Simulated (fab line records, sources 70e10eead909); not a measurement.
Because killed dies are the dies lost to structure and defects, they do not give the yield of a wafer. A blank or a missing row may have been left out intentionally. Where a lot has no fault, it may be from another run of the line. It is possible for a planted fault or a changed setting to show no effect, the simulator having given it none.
fab line records | flow nand-harc
record lots=15 | wafers=43 | last-day=33
route steps=1302 shown P_BONDPAD@385 A_ONON_D1@424 END@1302
lots that met no fault: from a run of the same line without faults
start-h: start of the lot's first displayed wafer, in hours after the record's first day | wait-h: hours elapsed since this lot's preceding step | " repeats the value in the row above | L1.1+2: a row that stands for several wafers | - value missing, or start not given | * or withheld: withheld | < > ~ a bound
route shown NAME@n: names a module that has steps shown in the file, with the first one's number in the route | usual: average and standard deviation across the fault-free wafers | same: alike in all rows | chamber/n: place in a boat | sites: each site's reading | _std_site: how widely they spread, as a standard deviation | _edge_site: the outer-site mean with the inner-site mean subtracted | radius-mm: how far each site lies from the wafer's centre | mask NAME#n: copy n | behind: the last tool/chamber to shape the wafer | hold: why the lot went on hold/how many hours it stayed there/how the hold came to an end | device: transistor that didn't switch, given as n, p or np | end of line: at the end of the route, the tests of the same wafers | for a step that has no rows: nothing shown but its recipe | killed: at the first sort, the dies lost to defects and structure; wafer yield is something else | map: per-die view of a wafer (x killed, . not killed, _ where there is no die)
set.NAME: the run value of the setting; set.NAME@STEP: its run value at that earlier step | model.NAME: the simulator's own value behind a step, which no gauge read
the route's steps for a sample of lots (tables are steps, rows are wafers)
services: the hour from which a tool's chamber was out of use, counted from the record's first day as start-h (under 0 if before that day), plus the number of hours and why
## steps
# step NHARC_P_BONDPAD_INSPECT_23
# usual raw-defect-count=348/170
lot.wafer | tool              | chamber | start-h | wait-h | raw-defect-count
L442.1    | defect-inspect-02 | -       | 143.36  | 0.0    | 511
L442.4    | "                 | -       | "       | "      | 484
L442.5    | "                 | -       | "       | "      | 384
L443.2    | defect-inspect-01 | -       | 157.19  | 0.0    | 245
L443.4    | "                 | -       | "       | "      | 351
L443.6    | "                 | -       | "       | "      | 626
L444.4    | defect-inspect-01 | -       | 165.39  | 0.0    | 579
L444.5    | "                 | -       | "       | "      | 431
L444.6    | "                 | -       | "       | "      | 718
L445.1    | defect-inspect-01 | -       | 176.75  | 0.0    | 168
L445.3    | "                 | -       | "       | "      | 587
L445.6    | "                 | -       | "       | "      | 209
L447.1    | defect-inspect-02 | -       | 196.08  | 0.0    | 251
L447.2    | "                 | -       | "       | "      | 227
L447.3    | "                 | -       | "       | "      | 295
L448.2    | defect-inspect-02 | -       | 212.01  | 0.0    | 196
L448.4    | "                 | -       | "       | "      | 186
L448.5    | "                 | -       | "       | "      | 257
L449.2    | defect-inspect-01 | -       | 217.76  | 0.0    | 232
L449.5    | "                 | -       | "       | "      | 265
L449.6    | "                 | -       | "       | "      | 295
L450.1    | defect-inspect-01 | -       | 240.21  | 0.0    | 269
L450.2    | "                 | -       | "       | "      | 208
L450.5    | "                 | -       | "       | "      | 266
L452.1    | defect-inspect-02 | -       | 247.08  | 0.0    | 362
L452.2    | "                 | -       | "       | "      | 281
L452.3    | "                 | -       | "       | "      | 385
L453.1    | defect-inspect-02 | -       | 254.89  | 0.0    | 322
L453.3    | "                 | -       | "       | "      | 393
L453.4    | "                 | -       | "       | "      | 424
L455.1    | defect-inspect-01 | -       | 280.14  | 0.1    | 146
L455.4    | "                 | -       | "       | "      | 223
L455.5    | "                 | -       | "       | "      | 252
L461.2    | defect-inspect-01 | -       | 339.00  | 0.0    | 268
L461.6    | "                 | -       | "       | "      | 214
L462.2    | defect-inspect-02 | -       | 350.33  | 0.0    | 196
L462.4    | "                 | -       | "       | "      | 301
L463.1    | defect-inspect-01 | -       | 355.84  | 0.0    | 350
L463.3    | "                 | -       | "       | "      | 355
L463.4    | "                 | -       | "       | "      | 343
L464.2    | defect-inspect-02 | -       | 363.76  | 0.0    | 218
L464.4    | "                 | -       | "       | "      | 295
L464.6    | "                 | -       | "       | "      | 278
# step NHARC_A_ONON_D1_DEP_00
# recipe target-thk-a=10000 | n2-flow-sccm=2750 | n2o-flow-sccm=2000 | nh3-flow-sccm=500 | sih4-flow-sccm=210 | temp-c=400
lot.wafer  | tool          | chamber | start-h | wait-h
L442.1+4+5 | pecvd-onon-03 | 0       | 169.93  | 0.1
L443.2+4+6 | pecvd-onon-03 | 0       | 179.97  | 0.1
L444.4+5+6 | pecvd-onon-04 | 0       | 190.59  | 0.2
L445.1+3+6 | pecvd-onon-03 | 0       | 199.32  | 0.1
L447.1+2+3 | pecvd-onon-04 | 0       | 219.30  | 0.1
L448.2+4+5 | pecvd-onon-04 | 0       | 236.01  | 0.1
L449.2+5+6 | pecvd-onon-03 | 0       | 240.81  | 0.1
L450.1+2+5 | pecvd-onon-03 | 0       | 266.17  | 0.1
L452.1+2+3 | pecvd-onon-04 | 0       | 270.91  | 0.1
L453.1+3+4 | pecvd-onon-03 | 0       | 277.46  | 0.1
L455.1+4+5 | pecvd-onon-03 | 0       | 303.92  | 0.1
L461.2+6   | pecvd-onon-03 | 0       | 362.27  | 0.1
L462.2+4   | pecvd-onon-03 | 0       | 374.28  | 0.1
L463.1+3+4 | pecvd-onon-02 | 0       | 379.58  | 0.1
L464.2+4+6 | pecvd-onon-03 | 0       | 389.49  | 0.1
# step NHARC_A_ONON_D1_THK_MEAS_02
# recipe thk-meas-gauge=ellipsometry
# usual thk-nm=998/8.6
lot.wafer | tool          | chamber | start-h | wait-h | thk-nm
L442.1    | film-metro-01 | -       | 170.45  | -      | 998
L442.4    | "             | -       | "       | "      | 999
L442.5    | "             | -       | "       | "      | 999
L443.2    | film-metro-02 | -       | 180.43  | -      | 997
L443.4    | "             | -       | "       | "      | 999
L443.6    | "             | -       | "       | "      | 997
L444.4    | film-metro-02 | -       | 190.93  | -      | 1003
L444.5    | "             | -       | "       | "      | 1003
L444.6    | "             | -       | "       | "      | 1005
L445.1    | film-metro-02 | -       | 199.83  | -      | 1007
L445.3    | "             | -       | "       | "      | 1007
L445.6    | "             | -       | "       | "      | 1007
L447.1    | film-metro-02 | -       | 219.81  | -      | 1014
L447.2    | "             | -       | "       | "      | 1015
L447.3    | "             | -       | "       | "      | 1015
L448.2    | film-metro-02 | -       | 236.46  | -      | 989
L448.4    | "             | -       | "       | "      | 988
L448.5    | "             | -       | "       | "      | 986
L449.2    | film-metro-02 | -       | 241.26  | -      | 1003
L449.5    | "             | -       | "       | "      | 1004
L449.6    | "             | -       | "       | "      | 1002
L450.1    | film-metro-01 | -       | 266.69  | -      | 989
L450.2    | "             | -       | "       | "      | 992
L450.5    | "             | -       | "       | "      | 991
L452.1    | film-metro-01 | -       | 271.42  | -      | 985
L452.2    | "             | -       | "       | "      | 985
L452.3    | "             | -       | "       | "      | 986
L453.1    | film-metro-01 | -       | 277.97  | -      | 1017
L453.3    | "             | -       | "       | "      | 1018
L453.4    | "             | -       | "       | "      | 1016
L455.1    | film-metro-02 | -       | 304.43  | -      | 1002
L455.4    | "             | -       | "       | "      | 1001
L455.5    | "             | -       | "       | "      | 1000
L461.2    | film-metro-02 | -       | 362.72  | -      | 1096
L461.6    | "             | -       | "       | "      | 1097
L462.2    | film-metro-01 | -       | 374.74  | -      | 1076
L462.4    | "             | -       | "       | "      | 990
L463.1    | film-metro-01 | -       | 380.09  | -      | 997
L463.3    | "             | -       | "       | "      | 997
L463.4    | "             | -       | "       | "      | 995
L464.2    | film-metro-02 | -       | 389.94  | -      | 1090
L464.4    | "             | -       | "       | "      | 1001
L464.6    | "             | -       | "       | "      | 1089
# step NHARC_END_SORT_01
# recipe temp-c=25
# usual killed-at-array=63/17 | killed-at-other=0.8/1.1 | killed-at-periphery=3.5/3 | killed-dies=67/17 | killed-open=3.1/1.6 | killed-short=2.6/1.4
# same gross-dies=677
lot.wafer | tool      | chamber | start-h | wait-h | killed-at-array | killed-at-other | killed-at-periphery | killed-dies | killed-open | killed-short
L442.1    | prober-02 | 0       | 572.85  | 2.5    | 74              | 0               | 1                   | 75          | 1           | 3
L442.4    | prober-02 | 0       | 575.25  | 3.4    | 68              | 0               | 3                   | 71          | 3           | 2
L442.5    | prober-02 | 0       | 576.05  | 3.7    | 69              | 0               | 6                   | 75          | 1           | 4
L444.4    | prober-01 | 0       | 582.95  | 3.4    | 85              | 0               | 1                   | 86          | 2           | 0
L444.5    | prober-01 | 0       | 583.74  | 3.7    | 74              | 0               | 3                   | 77          | 3           | 2
L444.6    | prober-01 | 0       | 584.54  | 4.0    | 69              | 0               | 3                   | 72          | 2           | 4
L443.2    | prober-01 | 0       | 589.12  | 2.8    | 79              | 0               | 4                   | 83          | 8           | 1
L443.4    | prober-01 | 0       | 590.73  | 3.4    | 80              | 4               | 1                   | 85          | 2           | 2
L443.6    | prober-01 | 0       | 592.34  | 4.0    | 57              | 3               | 0                   | 60          | 3           | 3
L445.1    | prober-02 | 0       | 593.56  | 2.5    | 106             | 1               | 1                   | 108         | 3           | 2
L445.3    | prober-02 | 0       | 595.17  | 3.1    | 90              | 0               | 3                   | 93          | 5           | 3
L445.6    | prober-02 | 0       | 597.59  | 4.0    | 90              | 0               | 3                   | 93          | 4           | 3
L447.1    | prober-02 | 0       | 613.84  | 2.5    | 39              | 0               | 5                   | 44          | 2           | 4
L447.2    | prober-02 | 0       | 614.64  | 2.8    | 56              | 0               | 3                   | 59          | 3           | 2
L447.3    | prober-02 | 0       | 615.45  | 3.1    | 46              | 0               | 3                   | 49          | 3           | 3
L448.2    | prober-01 | 0       | 629.69  | 2.8    | 70              | 1               | 3                   | 74          | 6           | 2
L448.4    | prober-01 | 0       | 631.32  | 3.5    | 51              | 0               | 3                   | 54          | 6           | 0
L448.5    | prober-01 | 0       | 632.14  | 3.8    | 50              | 0               | 0                   | 50          | 1           | 1
L449.2    | prober-02 | 0       | 651.21  | 2.8    | 81              | 1               | 7                   | 89          | 3           | 3
L449.5    | prober-02 | 0       | 653.63  | 3.7    | 87              | 1               | 2                   | 90          | 1           | 1
L449.6    | prober-02 | 0       | 654.43  | 4.0    | 78              | 0               | 4                   | 82          | 3           | 1
L450.1    | prober-01 | 0       | 663.62  | 2.5    | 61              | 0               | 1                   | 62          | 2           | 2
L450.2    | prober-01 | 0       | 664.42  | 2.8    | 54              | 2               | 2                   | 58          | 3           | 1
L450.5    | prober-01 | 0       | 666.83  | 3.7    | 63              | 1               | 2                   | 66          | 2           | 5
L452.1    | prober-02 | 0       | 668.02  | 2.5    | 68              | 0               | 4                   | 72          | 5           | 2
L452.2    | prober-02 | 0       | 668.81  | 2.8    | 72              | 0               | 1                   | 73          | 3           | 1
L452.3    | prober-02 | 0       | 669.59  | 3.1    | 67              | 0               | 3                   | 70          | 6           | 3
L453.1    | prober-02 | 0       | 675.75  | 2.5    | 49              | 0               | 3                   | 52          | 2           | 2
L453.3    | prober-02 | 0       | 677.33  | 3.1    | 35              | 0               | 7                   | 42          | 4           | 3
L453.4    | prober-02 | 0       | 678.12  | 3.4    | 50              | 2               | 8                   | 60          | 5           | 2
L455.1    | prober-01 | 0       | 698.24  | 2.5    | 64              | 3               | 17                  | 84          | 0           | 0
L455.4    | prober-01 | 0       | 700.61  | 3.4    | 73              | 1               | 14                  | 88          | 2           | 3
L455.5    | prober-01 | 0       | 701.41  | 3.7    | 77              | 1               | 15                  | 93          | 2           | 2
L463.1    | prober-01 | 0       | 771.05  | 2.5    | 59              | 2               | 0                   | 61          | 4           | 5
L463.3    | prober-01 | 0       | 772.66  | 3.1    | 53              | 1               | 2                   | 56          | 2           | 0
L463.4    | prober-01 | 0       | 773.47  | 3.4    | 44              | 5               | 4                   | 53          | 4           | 2
L461.2    | prober-02 | 0       | 771.91  | 2.8    | 672             | 1               | 4                   | 677         | 6           | 4
L461.6    | prober-02 | 0       | 775.15  | 4.1    | 672             | 0               | 5                   | 677         | 2           | 3
L462.2    | prober-01 | 0       | 779.66  | 2.8    | 675             | 0               | 2                   | 677         | 0           | 2
L462.4    | prober-01 | 0       | 781.26  | 3.4    | 56              | 0               | 1                   | 57          | 3           | 5
L464.2    | prober-01 | 0       | 796.93  | 2.8    | 663             | 2               | 12                  | 677         | 4           | 1
L464.4    | prober-01 | 0       | 798.51  | 3.4    | 60              | 0               | 2                   | 62          | 3           | 2
L464.6    | prober-01 | 0       | 800.10  | 4.0    | 673             | 2               | 2                   | 677         | 5           | 0
# killed by level:class
L442.1 A_CHANNEL_HOLE_D1:chamber-film-flake=32 A_SLIT:chamber-film-flake=25 A_CHANNEL_HOLE_D2:chamber-film-flake=5 A_STAIRCASE:chamber-film-flake=3 A_M1:chamber-film-flake=3 A_DECK1_JOINT:chamber-film-flake=2 P_GATE:geometric-particle:short=1 A_SLIT:geometric-particle:short=1
L442.4 A_CHANNEL_HOLE_D1:chamber-film-flake=26 A_SLIT:chamber-film-flake=24 A_CHANNEL_HOLE_D2:chamber-film-flake=6 A_CONTACT:chamber-film-flake=4 A_M1:chamber-film-flake=3 A_STAIRCASE:chamber-film-flake=2 P_M0:geometric-particle:open=1 P_M2:geometric-particle:open=1
L442.5 A_CHANNEL_HOLE_D1:chamber-film-flake=26 A_SLIT:chamber-film-flake=20 A_CHANNEL_HOLE_D2:chamber-film-flake=8 A_STAIRCASE:chamber-film-flake=5 P_M0:chamber-film-flake=3 A_BLC:chamber-film-flake=3 A_ONON_D2:geometric-particle:short=2 A_M1:chamber-film-flake=2
L444.4 A_CHANNEL_HOLE_D2:chamber-film-flake=33 A_SLIT:chamber-film-flake=28 A_STAIRCASE:chamber-film-flake=6 A_CONTACT:unspecified=5 A_CHANNEL_HOLE_D1:chamber-film-flake=4 A_CONTACT:chamber-film-flake=3 A_M1:chamber-film-flake=2 A_SOURCE_PLATE:geometric-particle:open=1
L444.5 A_CHANNEL_HOLE_D2:chamber-film-flake=33 A_SLIT:chamber-film-flake=20 A_STAIRCASE:chamber-film-flake=6 A_CONTACT:unspecified=4 A_CONTACT:chamber-film-flake=3 A_CHANNEL_HOLE_D1:chamber-film-flake=2 A_M1:chamber-film-flake=2 P_CONTACT:geometric-particle:open=1
L444.6 A_CHANNEL_HOLE_D2:chamber-film-flake=32 A_SLIT:chamber-film-flake=21 A_STAIRCASE:chamber-film-flake=5 A_ONON_D1:geometric-particle:short=2 A_WL_FILL:chamber-film-flake=2 P_GATE:geometric-particle:open=1 A_CHANNEL_FILL_D1:geometric-particle:short=1 A_CHANNEL_FILL_D1:geometric-particle:open=1
L443.2 A_CHANNEL_HOLE_D2:chamber-film-flake=32 A_CHANNEL_HOLE_D1:chamber-film-flake=27 A_CONTACT:chamber-film-flake=6 A_STAIRCASE:chamber-film-flake=4 A_ONON_D2:geometric-particle:open=2 A_CHANNEL_FILL_D1:chamber-film-flake=2 P_CONTACT:geometric-particle:open=1 P_M0:geometric-particle:open=1
L443.4 A_CHANNEL_HOLE_D1:chamber-film-flake=35 A_CHANNEL_HOLE_D2:chamber-film-flake=30 A_CONTACT:chamber-film-flake=7 HYBRID_BOND:chamber-film-flake=4 A_M1:chamber-film-flake=3 P_CONTACT:geometric-particle:open=1 A_SOURCE_PLATE:geometric-particle:short=1 A_CHANNEL_FILL_D2:geometric-particle:open=1
L443.6 A_CHANNEL_HOLE_D2:chamber-film-flake=27 A_CHANNEL_HOLE_D1:chamber-film-flake=15 A_STAIRCASE:chamber-film-flake=4 A_ONON_D2:geometric-particle:short=2 A_CONTACT:chamber-film-flake=2 THIN_TSV:chamber-film-flake=2 A_SGD_CUT:geometric-particle:open=1 A_WL_FILL:geometric-particle:open=1
L445.1 A_CHANNEL_HOLE_D1:chamber-film-flake=37 A_CHANNEL_HOLE_D2:chamber-film-flake=34 A_SLIT:chamber-film-flake=27 A_CHANNEL_FILL_D1:geometric-particle:short=2 A_ONON_D1:geometric-particle:open=1 A_WL_FILL:geometric-particle:open=1 A_M0:geometric-particle:open=1 P_GATE:chamber-film-flake=1
L445.3 A_SLIT:chamber-film-flake=31 A_CHANNEL_HOLE_D1:chamber-film-flake=27 A_CHANNEL_HOLE_D2:chamber-film-flake=19 A_CONTACT:chamber-film-flake=6 P_STI:geometric-particle:short=1 P_CONTACT:geometric-particle:open=1 A_ONON_D1:geometric-particle:open=1 A_CHANNEL_FILL_D1:geometric-particle:short=1
L445.6 A_CHANNEL_HOLE_D1:chamber-film-flake=32 A_CHANNEL_HOLE_D2:chamber-film-flake=32 A_SLIT:chamber-film-flake=13 A_CONTACT:chamber-film-flake=5 P_GATE:geometric-particle:open=1 P_M0:geometric-particle:open=1 A_ONON_D1:geometric-particle:open=1 A_CHANNEL_FILL_D2:geometric-particle:open=1
L447.1 A_CHANNEL_HOLE_D2:chamber-film-flake=26 A_CHANNEL_HOLE_D1:chamber-film-flake=4 A_CONTACT:chamber-film-flake=2 P_GATE:geometric-particle:open=1 P_CONTACT:geometric-particle:open=1 P_M0:geometric-particle:short=1 A_CHANNEL_FILL_D1:geometric-particle:short=1 A_CHANNEL_HOLE_D2:geometric-particle:short=1
L447.2 A_CHANNEL_HOLE_D2:chamber-film-flake=34 A_CONTACT:chamber-film-flake=7 A_CHANNEL_HOLE_D1:chamber-film-flake=6 A_DECK1_JOINT:geometric-particle:short=2 A_DECK1_JOINT:chamber-film-flake=2 P_GATE:geometric-particle:open=1 A_CHANNEL_HOLE_D2:geometric-particle:open=1 A_CHANNEL_FILL_D2:geometric-particle:open=1
L447.3 A_CHANNEL_HOLE_D2:chamber-film-flake=26 A_CHANNEL_HOLE_D1:chamber-film-flake=6 A_CONTACT:chamber-film-flake=4 A_DECK1_JOINT:chamber-film-flake=2 P_M0:geometric-particle:short=1 A_ONON_D2:geometric-particle:open=1 A_STAIRCASE:geometric-particle:short=1 A_WL_FILL:geometric-particle:short=1
L448.2 A_CHANNEL_HOLE_D2:chamber-film-flake=44 A_CONTACT:chamber-film-flake=8 A_WL_FILL:chamber-film-flake=5 A_CHANNEL_HOLE_D1:chamber-film-flake=4 A_BONDPAD:chamber-film-flake=2 P_GATE:geometric-particle:open=1 P_M1:geometric-particle:open=1 A_SGD_CUT:geometric-particle:short=1
L448.4 A_CHANNEL_HOLE_D2:chamber-film-flake=34 A_CONTACT:chamber-film-flake=3 A_M0:geometric-particle:open=2 A_SGD_CUT:chamber-film-flake=2 P_CONTACT:geometric-particle:open=1 A_ONON_D1:geometric-particle:open=1 A_CHANNEL_FILL_D2:geometric-particle:open=1 A_SGD_CUT:geometric-particle:open=1
L448.5 A_CHANNEL_HOLE_D2:chamber-film-flake=35 A_CHANNEL_HOLE_D1:chamber-film-flake=5 A_BONDPAD:chamber-film-flake=3 A_STAIRCASE:chamber-film-flake=2 A_WL_FILL:chamber-film-flake=2 A_ONON_D2:geometric-particle:open=1 A_CHANNEL_FILL_D2:geometric-particle:short=1 A_M1:chamber-film-flake=1
L449.2 A_SLIT:chamber-film-flake=33 A_CHANNEL_HOLE_D1:chamber-film-flake=30 A_CHANNEL_HOLE_D2:chamber-film-flake=11 P_M0:chamber-film-flake=7 A_ONON_D2:geometric-particle:open=2 A_SOURCE_PLATE:geometric-particle:open=1 A_DECK1_JOINT:geometric-particle:short=1 A_ONON_D2:geometric-particle:short=1
L449.5 A_SLIT:chamber-film-flake=36 A_CHANNEL_HOLE_D1:chamber-film-flake=32 A_CHANNEL_HOLE_D2:chamber-film-flake=10 P_M0:chamber-film-flake=2 A_CHANNEL_FILL_D2:chamber-film-flake=2 A_SGD_CUT:chamber-film-flake=2 A_WL_FILL:geometric-particle:short=1 A_M0:geometric-particle:open=1
L449.6 A_CHANNEL_HOLE_D1:chamber-film-flake=32 A_SLIT:chamber-film-flake=25 A_CHANNEL_HOLE_D2:chamber-film-flake=13 A_CONTACT:chamber-film-flake=3 P_M0:chamber-film-flake=2 A_SGD_CUT:chamber-film-flake=2 P_M0:geometric-particle:open=1 A_CHANNEL_FILL_D1:geometric-particle:open=1
L450.1 A_SLIT:chamber-film-flake=35 A_STAIRCASE:chamber-film-flake=7 A_CHANNEL_HOLE_D1:chamber-film-flake=4 A_CHANNEL_FILL_D1:chamber-film-flake=3 A_ONON_D2:geometric-particle:short=2 A_WL_FILL:chamber-film-flake=2 A_CONTACT:chamber-film-flake=2 A_ONON_D1:geometric-particle:open=1
L450.2 A_SLIT:chamber-film-flake=30 A_CONTACT:chamber-film-flake=7 A_STAIRCASE:chamber-film-flake=4 A_BLC:chamber-film-flake=4 A_SGD_CUT:chamber-film-flake=3 A_ZERO_WELL:chamber-film-flake=2 A_CHANNEL_FILL_D2:chamber-film-flake=2 P_GATE:geometric-particle:open=1
L450.5 A_SLIT:chamber-film-flake=27 A_CHANNEL_HOLE_D1:chamber-film-flake=9 A_STAIRCASE:chamber-film-flake=7 A_CHANNEL_FILL_D2:chamber-film-flake=3 A_CONTACT:chamber-film-flake=3 A_CHANNEL_FILL_D2:geometric-particle:short=2 A_WL_FILL:geometric-particle:short=2 A_BLC:chamber-film-flake=2
L452.1 A_SLIT:chamber-film-flake=28 A_CHANNEL_HOLE_D1:chamber-film-flake=27 A_STAIRCASE:chamber-film-flake=4 A_M1:chamber-film-flake=3 A_ONON_D2:geometric-particle:open=2 P_STI:chamber-film-flake=2 P_CONTACT:geometric-particle:open=1 P_M2:geometric-particle:open=1
L452.2 A_CHANNEL_HOLE_D1:chamber-film-flake=30 A_SLIT:chamber-film-flake=29 A_ZERO_WELL:chamber-film-flake=4 A_STAIRCASE:chamber-film-flake=3 A_M1:chamber-film-flake=2 P_CONTACT:geometric-particle:open=1 A_ONON_D1:geometric-particle:open=1 A_DECK1_JOINT:geometric-particle:short=1
L452.3 A_CHANNEL_HOLE_D1:chamber-film-flake=31 A_SLIT:chamber-film-flake=19 A_STAIRCASE:chamber-film-flake=4 A_CHANNEL_HOLE_D1:geometric-particle:open=2 P_STI:chamber-film-flake=2 A_WL_FILL:chamber-film-flake=2 P_GATE:geometric-particle:open=1 A_ONON_D1:geometric-particle:open=1
L453.1 A_CHANNEL_HOLE_D2:chamber-film-flake=19 A_CHANNEL_HOLE_D1:chamber-film-flake=10 A_CONTACT:chamber-film-flake=7 A_WL_FILL:chamber-film-flake=3 P_ZERO_WELL:chamber-film-flake=2 A_STAIRCASE:chamber-film-flake=2 A_M1:chamber-film-flake=2 A_DECK1_JOINT:geometric-particle:open=1
L453.3 A_CHANNEL_HOLE_D2:chamber-film-flake=19 P_GATE:chamber-film-flake=3 A_CHANNEL_HOLE_D1:chamber-film-flake=3 A_DECK1_JOINT:geometric-particle:short=2 P_ZERO_WELL:chamber-film-flake=2 A_SLIT:chamber-film-flake=2 A_M1:chamber-film-flake=2 P_CONTACT:geometric-particle:open=1
L453.4 A_CHANNEL_HOLE_D2:chamber-film-flake=20 A_CHANNEL_HOLE_D1:chamber-film-flake=9 P_GATE:chamber-film-flake=5 A_CONTACT:chamber-film-flake=4 P_ZERO_WELL:chamber-film-flake=3 A_CHANNEL_FILL_D1:chamber-film-flake=3 A_ONON_D1:geometric-particle:open=2 A_STAIRCASE:chamber-film-flake=2
L455.1 A_SLIT:chamber-film-flake=27 A_CHANNEL_HOLE_D2:chamber-film-flake=17 A_CONTACT:chamber-film-flake=9 P_M1:chamber-film-flake=6 A_CHANNEL_HOLE_D1:chamber-film-flake=5 P_GATE:chamber-film-flake=4 P_BONDPAD:chamber-film-flake=4 A_M0:chamber-film-flake=4
L455.4 A_SLIT:chamber-film-flake=31 A_CHANNEL_HOLE_D2:chamber-film-flake=20 A_CONTACT:chamber-film-flake=8 P_ZERO_WELL:chamber-film-flake=5 A_CHANNEL_HOLE_D1:chamber-film-flake=4 P_M1:chamber-film-flake=4 P_BONDPAD:chamber-film-flake=4 A_M0:chamber-film-flake=3
L455.5 A_SLIT:chamber-film-flake=34 A_CHANNEL_HOLE_D2:chamber-film-flake=21 P_M1:chamber-film-flake=9 A_CONTACT:chamber-film-flake=8 A_CHANNEL_HOLE_D1:chamber-film-flake=5 P_GATE:chamber-film-flake=4 A_STAIRCASE:chamber-film-flake=3 P_BONDPAD:chamber-film-flake=2
L463.1 A_CHANNEL_HOLE_D2:chamber-film-flake=22 A_CHANNEL_HOLE_D1:chamber-film-flake=15 A_CONTACT:chamber-film-flake=6 A_SLIT:chamber-film-flake=4 A_CHANNEL_HOLE_D1:geometric-particle:open=2 A_SOURCE_PLATE:geometric-particle:short=1 A_ONON_D1:geometric-particle:short=1 A_ONON_D2:geometric-particle:open=1
L461.2 A_ONON_D1:area-dep=611 A_CHANNEL_HOLE_D2:chamber-film-flake=28 A_CHANNEL_HOLE_D1:chamber-film-flake=9 A_CONTACT:chamber-film-flake=8 A_SLIT:chamber-film-flake=5 P_GATE:chamber-film-flake=4 A_ONON_D1:geometric-particle:open=3 A_CHANNEL_FILL_D1:geometric-particle:short=2
L463.3 A_CHANNEL_HOLE_D2:chamber-film-flake=22 A_CHANNEL_HOLE_D1:chamber-film-flake=13 A_SLIT:chamber-film-flake=9 A_CONTACT:chamber-film-flake=8 P_CONTACT:geometric-particle:open=1 P_M1:geometric-particle:open=1 A_DECK1_JOINT:chamber-film-flake=1 THIN_TSV:chamber-film-flake=1
L463.4 A_CHANNEL_HOLE_D2:chamber-film-flake=25 A_CHANNEL_HOLE_D1:chamber-film-flake=12 THIN_TSV:chamber-film-flake=5 A_CONTACT:chamber-film-flake=2 P_GATE:geometric-particle:short=1 P_CONTACT:geometric-particle:open=1 P_M0:geometric-particle:short=1 A_DECK1_JOINT:geometric-particle:open=1
L461.6 A_ONON_D1:area-dep=613 A_CHANNEL_HOLE_D2:chamber-film-flake=31 A_CHANNEL_HOLE_D1:chamber-film-flake=11 A_STAIRCASE:chamber-film-flake=5 A_CONTACT:chamber-film-flake=5 P_GATE:chamber-film-flake=3 A_SGD_CUT:geometric-particle:short=2 A_SLIT:chamber-film-flake=2
L462.2 A_ONON_D1:area-dep=614 A_SLIT:chamber-film-flake=37 A_CHANNEL_HOLE_D1:chamber-film-flake=14 A_CHANNEL_HOLE_D2:chamber-film-flake=3 A_ZERO_WELL:chamber-film-flake=2 A_CONTACT:chamber-film-flake=2 A_CHANNEL_FILL_D1:geometric-particle:short=1 A_BLC:geometric-particle:short=1
L462.4 A_SLIT:chamber-film-flake=31 A_CHANNEL_HOLE_D1:chamber-film-flake=14 A_WL_FILL:geometric-particle:open=3 A_WL_FILL:geometric-particle:short=2 A_CHANNEL_FILL_D1:geometric-particle:short=1 A_DECK1_JOINT:geometric-particle:short=1 A_CHANNEL_HOLE_D2:geometric-particle:short=1 P_GATE:chamber-film-flake=1
L464.2 A_ONON_D1:area-dep=616 A_CHANNEL_HOLE_D2:chamber-film-flake=31 A_SLIT:chamber-film-flake=9 P_M1:chamber-film-flake=7 A_M1:chamber-film-flake=4 P_CONTACT:geometric-particle:open=2 P_STI:chamber-film-flake=2 A_CONTACT:chamber-film-flake=2
L464.4 A_CHANNEL_HOLE_D2:chamber-film-flake=36 A_SLIT:chamber-film-flake=11 A_CONTACT:chamber-film-flake=5 A_M1:chamber-film-flake=2 A_ONON_D1:geometric-particle:open=1 A_CHANNEL_FILL_D1:geometric-particle:short=1 A_SGD_CUT:geometric-particle:open=1 A_BLC:geometric-particle:open=1
L464.6 A_ONON_D1:area-dep=612 A_CHANNEL_HOLE_D2:chamber-film-flake=34 A_SLIT:chamber-film-flake=9 A_CONTACT:chamber-film-flake=9 A_ONON_D1:geometric-particle:open=3 A_M1:chamber-film-flake=2 THIN_TSV:chamber-film-flake=2 P_GATE:geometric-particle:open=1
## services
tool          | chamber | start-h | hours | kind
pecvd-onon-02 | -       | 185.18  | 13.0  | pm
pecvd-onon-04 | -       | 211.70  | 2.9   | repair
pecvd-onon-03 | -       | 218.94  | 5.7   | repair
pecvd-onon-03 | -       | 227.00  | 13.0  | pm
pecvd-onon-04 | -       | 311.28  | 13.0  | pm
pecvd-onon-02 | -       | 366.18  | 13.0  | pm
## key
first-sign step=NHARC_A_ONON_D1_THK_MEAS_02 | reading=thk-nm | direction=up | sigmas=11 | usual=998 | struck=1089
effect step=NHARC_END_SORT_01 | reading=killed-dies | direction=up | sigmas=35 | usual=67 | struck=677
more-kills-born-at NHARC_A_ONON_D1_DEP_00@pecvd-onon-03=3066
met-at NHARC_A_ONON_D1_DEP_00
struck-lots L461,L462,L464
struck-wafers L461.2,L461.6,L462.2,L464.2,L464.6
later-rows-left-out L461.2,L461.6,L462.2,L464.2,L464.6
tester-left-out L461,L462,L464
not-acting-at NHARC_P_BONDPAD_INSPECT_23
onset-between 303.92 362.27
fault kind=process-parameter-drift | tool=pecvd-onon-03 | chamber=- | onset-h=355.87 | steps=NHARC_A_ONON_D1_DEP_00 | channel=target-thk-a | offset=* | shape=step | end-h=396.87 | scope=struck-wafers-only | acts-in=* | stated=*
# tester-left-out: of these lots the tester's yield and bins aren't shown, on N5 and GAA mostly nor the transistor test; their killed dies are dies lost to structure and defects alone, not to doping, threshold or leakage, so they don't give the yield
# later-rows-left-out: the simulator's readings of these wafers behind a module that went badly wrong aren't trusted and aren't shown, but for the sort
